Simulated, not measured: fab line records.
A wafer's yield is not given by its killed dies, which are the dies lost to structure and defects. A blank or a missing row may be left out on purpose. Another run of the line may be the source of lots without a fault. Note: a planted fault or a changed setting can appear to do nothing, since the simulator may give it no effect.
Problem report, 8D (eight disciplines) form, completed by code ; flow nand_harc ; the parts of the form that need people (team, actions taken, sign-off) are left out

## 1. THE PROBLEM
At NHARC_END_SORT_01, killed_dies averages 402 over 4 wafers from 3 lots, while fault-free wafers read 59, standard deviation 15. That puts it +23 standard deviations away from the usual mean.
Earliest sighting: wafer L403.4 on prober-01 at day 27 17:48. The record has a number at this step for 8 wafers belonging to 3 lots. By rule, "out" or "out of limits" means more than 4 standard deviations away from the usual mean. The rest of the wafers with a number are treated as sound.

## 2. WHAT IT IS, WHAT IT ISN'T
question;is;is not
which readings at this step;killed_dies, killed_at_array;killed_at_periphery
which lots;L403, L404, L405;-
which wafers of those lots;L403.4, L404.4, L405.3, L405.4;L403.5, L403.6, L404.5, L404.6
read on which gauges;prober-01, prober-02;-
when;from day 27 17:48;"up to then (0 sound wafers); but 4 sound wafers of L403, L404 came after"

## 3. WHAT RULES OUT EACH SUSPECT
Counting: if a tool at a process step up to the reading ran every lot that is out, it stays a suspect. Sound lots after the first of them don't rule it out here, since some wafers of a struck lot are sound.
- the gauge at NHARC_END_SORT_01 has been ruled out. The wafers that are out were read on 2 gauges (prober-01, prober-02).
- rie_diel-07 at NHARC_A_STAIRCASE_TRIM_222 (chemistry O2, time 211.2 s): kept. It ran every lot that is out, first L403 (day 18 23:24). NHARC_A_STAIRCASE_TRIM_222: start missing for some lots; hours and lot order therefore follow NHARC_A_STAIRCASE_TRIM_224.
- rie_diel-07 at NHARC_A_STAIRCASE_TRIM_224 (chemistry O2, time 211.2 s): kept. It ran every lot that is out, first L403 (day 18 23:24). Out on those wafers are its own readings of oes_product_au.
- rie_diel-07 at NHARC_A_STAIRCASE_ETCH_225 (etches the open film in C4F8/O2, target depth 100 nm, time 40.5 s): kept. It ran every lot that is out, first L403 (day 27 17:48). NHARC_A_STAIRCASE_ETCH_225: start missing for some lots; hours and lot order therefore follow NHARC_END_SORT_01.
- rie_diel-07 at NHARC_A_STAIRCASE_TRIM_226 (chemistry O2, time 211.2 s): kept. It ran every lot that is out, first L403 (day 27 17:48). NHARC_A_STAIRCASE_TRIM_226: start missing for some lots; hours and lot order therefore follow NHARC_END_SORT_01.
Left after counting: rie_diel-07 at NHARC_A_STAIRCASE_TRIM_222, rie_diel-07 at NHARC_A_STAIRCASE_TRIM_224, rie_diel-07 at NHARC_A_STAIRCASE_ETCH_225, rie_diel-07 at NHARC_A_STAIRCASE_TRIM_226.

## 4. THE CAUSE (what the simulator had put in)
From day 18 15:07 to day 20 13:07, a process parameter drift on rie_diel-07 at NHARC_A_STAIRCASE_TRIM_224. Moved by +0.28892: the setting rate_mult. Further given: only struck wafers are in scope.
4 suspects survive the count, and this tool is in that group.

## 5. THE CHAIN OF EFFECTS, in route order
Rows list readings where the struck wafers' mean (over those with a number) sits beyond 3 standard deviations from the usual. Readings are gone through only where the record gives a usual standard deviation; hours: the median, over the lots, of the time from a lot's start at the first step in this table giving one to that lot's start at this step; sigmas: the change measured in usual standard deviations.
hours;step;reading;usual;on struck wafers;change;sigmas
0;NHARC_A_STAIRCASE_TRIM_224;oes_product_au;0.998 a.u.;1.174;+0.176;+18
210;NHARC_END_SORT_01;killed_at_array;55;396;+341;+23
210;NHARC_END_SORT_01;killed_dies;59;402;+343;+23
Here are the process steps it includes:
- NHARC_A_STAIRCASE_TRIM_224: chemistry O2, time 211.2 s.

## 6. WHAT WOULD HAVE CAUGHT IT SOONER
Counted from the fault's start at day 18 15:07, it took 219 hours until the first out-of-limits reading at a measuring or inspecting step in this record, taken at day 27 17:48.
The tool's own readings at NHARC_A_STAIRCASE_TRIM_224 were out on every struck wafer that the step has a row for (oes_product_au): an alarm limit on them would have fired on the first of those.
The start of NHARC_A_STAIRCASE_TRIM_224 on rie_diel-07 came by day 27 17:48 for every one of the lots that are out (3). Had the tool been put on hold then, not one of them would have been saved.
